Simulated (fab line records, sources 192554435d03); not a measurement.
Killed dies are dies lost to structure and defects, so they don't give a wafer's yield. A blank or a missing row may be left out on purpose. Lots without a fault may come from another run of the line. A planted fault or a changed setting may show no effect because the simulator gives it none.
A struck lot beside a sound one | flow n5_finfet | 41 steps out of a route of 1938
Sound: wafers L450.2, L450.4, L450.5. Struck: wafers L462.2, L462.3, L462.6. The cause comes at the end.
At each step with rows: each side's tool, then ch and its chambers, then its first start. Under that, the readings that differ: sound wafers | struck wafers | difference of the means | sigmas: that difference in standard deviations of wafers without a fault.
alike: readings whose means differ by less than 2 such deviations, and words and numbers that are the same on both sides. not compared: withheld readings, readings that some wafer has no value for, bounds like >300 that may hide the same value, and numbers for which the record gives no deviation and whose values overlap.
The two part at a step that has a row with sigmas, a row that says differs or no value, or rows on one side only. Numbers that don't overlap but have no deviation are shown without sigmas and don't part them. A reading that every wafer of one side lacks parts them only if that side has two wafers or more.

first, 3 steps without rows for these wafers: N5_BEOL_M2_SURFACE_TREAT_85; N5_BEOL_M2_CVD_47 (deposits Co from CCTBA/H2, target thk 3 nm, time 223.8 s); N5_BEOL_M2_SPUTTER_48 (material Cu, target thk 4.5 nm, time 8.29 s).
N5_BEOL_M2_ANNEAL_49: time 240 s.
  sound on pvd_sputter-03, day 8 02:31; struck on pvd_sputter-02, day 10 21:20
  alike: heater_power_w, susceptor_temp_C
then, 5 steps without rows for these wafers: N5_BEOL_M2_SPUTTER_79 (material Cu, target thk 4.5 nm, time 8.29 s); N5_BEOL_M2_ANNEAL_80 (time 240 s); N5_BEOL_M2_SPUTTER_81 (material Cu, target thk 4.5 nm, time 8.29 s); N5_BEOL_M2_ANNEAL_82 (time 240 s); N5_BEOL_M2_SPUTTER_86 (material Cu, target thk 4.5 nm, time 8.29 s).
N5_BEOL_M2_ANNEAL_87: time 240 s.
  sound on pvd_sputter-03, day 8 03:11; struck on pvd_sputter-02, day 10 21:59
  alike: heater_power_w, susceptor_temp_C
then, 2 steps without rows for these wafers: N5_BEOL_M2_SPUTTER_88 (material Cu, target thk 4.5 nm, time 8.29 s); N5_BEOL_M2_ANNEAL_89 (time 240 s).
N5_BEOL_M2_SPUTTER_90: material Cu, target thk 4.5 nm, time 8.29 s.
  sound on pvd_sputter-03, day 8 03:32; struck on pvd_sputter-02, day 10 22:21
  alike: susceptor_temp_C, throttle_valve_pct
N5_BEOL_M2_ANNEAL_91: time 240 s.
  sound on pvd_sputter-03, day 8 03:37; struck on pvd_sputter-02, day 10 22:26
  alike: heater_power_w, susceptor_temp_C
then, 3 steps without rows for these wafers: N5_BEOL_M2_SPUTTER_92 (material Cu, target thk 4.5 nm, time 8.29 s); N5_BEOL_M2_ANNEAL_93 (time 240 s); N5_BEOL_M2_SPUTTER_94 (material Cu, target thk 4.5 nm, time 8.29 s).
N5_BEOL_M2_ANNEAL_95: time 240 s.
  sound on pvd_sputter-03, day 8 04:04; struck on pvd_sputter-02, day 10 22:52
  alike: heater_power_w, susceptor_temp_C
then, 3 steps without rows for these wafers: N5_BEOL_M2_SPUTTER_96 (material Cu, target thk 4.5 nm, time 8.29 s); N5_BEOL_M2_ECD_50 (material Cu, target thk 300 nm); N5_BEOL_M2_ANNEAL_51 (time 90 s).
N5_BEOL_M2_CMP_52: polishes, stops on SiOC, t overpolish 6.8 s, target thk 40 nm.
  sound on cmp-02 ch 0,1,3, day 8 05:00; struck on cmp-03 ch 0,3, day 10 23:31
  alike: barrier_field_endpoint_s, edge_zone_pressure_frac, motor_current_A, overpolish_run_s, platen_rpm, time_to_endpoint_s
then, 4 steps without rows for these wafers: N5_BEOL_M2_PRE_CLEAN_60 (time 15 s); N5_BEOL_M2_CO_CAP_55 (material Co, precursor CCTBA/H2, target thk 2 nm, time 102.1 s); N5_BEOL_M2_PRE_CLEAN_56 (time 15 s); N5_BEOL_M2_DEP_57 (deposits SiCN from 3MS/NH3, target thk 8 nm, time 14 s).
N5_BEOL_M2_RS_MEAS_58: measures by four-point-probe.
  sound on film_metro-02, day 8 05:29; struck on film_metro-01, day 11 00:07
  alike: M2_RS
then, 1 step without rows for these wafers: N5_BEOL_M3_ILD_DEP_00 (deposits SiOC from DEMS/O2, target thk 79 nm, time 15.3 s).
N5_BEOL_M3_THK_MEAS_01:
  sound on film_metro-02, day 8 05:37; struck on film_metro-01, day 11 00:14
  alike: M3_ILD_THK
then, 11 steps without rows for these wafers: N5_BEOL_M3_PECVD_72 (deposits SiO2 from TEOS/O2, target thk 16 nm, time 18 s); N5_BEOL_M3_HM_DEP_02 (deposits TiN, target thk 20 nm); N5_BEOL_M3_COAT_61 (time 60 s, resist thk 60 nm); N5_BEOL_M3_COAT_62 (time 60 s, resist thk 12 nm); N5_BEOL_M3_COAT_73 (time 60 s, resist thk 5 nm); N5_BEOL_M3_COAT_05 (resist thk 30 nm); N5_BEOL_M3_EBR_07; N5_BEOL_M3_SOFTBAKE_06 (time 60 s); N5_BEOL_M3_EXPOSE_08 (exposes mask M3); N5_BEOL_M3_PEB_09 (peb time 60 s); N5_BEOL_M3_DEVELOP_10 (develop time 30 s).
-- the record jumps here: 5 days lie between the struck wafers' starts before and after (it left off in module BEOL_M3 and takes up again in module PASSIVATION, whose first step shown is number 1936 of the route) --
N5_PASSIVATION_PROBE_49:
  sound on prober-01, day 13 21:01; struck on prober-02, day 16 09:48
  reading                  | sound          | struck         | difference | sigmas
  defect_limited_yield (%) | 91.6 91.9 92.3 | 88.4 84.0 83.8 | -6.5       | -5
  killed_at_M0_to_M3       | 22 33 12       | 77 129 122     | +87        | +8
  killed_dies              | 99 95 91       | 137 189 191    | +77        | +5
  killed_on_rim            | 13 7 10        | 31 30 29       | +20        | +5
  sort_bin_4_leakage (%)   | 0 0 0          | 1.19 0 0       | +0.40      | +3
  sort_bin_5_function (%)  | 4.5 4.9 4.7    | 7.7 9.2 8.8    | +3.9       | +4
  sort_n_pass              | 1075 1085 1089 | 1029 991 989   | -80        | -5
  sort_yield_pct (%)       | 91.1 91.9 92.3 | 87.2 84.0 83.8 | -6.8       | -5
  alike: killed_at_M4_up, killed_at_contacts, killed_at_front_end, killed_at_other, killed_open, killed_short, sort_bin_6_memory, sort_bin_8_speed

WHERE THEY PART
Only at N5_PASSIVATION_PROBE_49, within this record.

WHY: what the simulator had put in
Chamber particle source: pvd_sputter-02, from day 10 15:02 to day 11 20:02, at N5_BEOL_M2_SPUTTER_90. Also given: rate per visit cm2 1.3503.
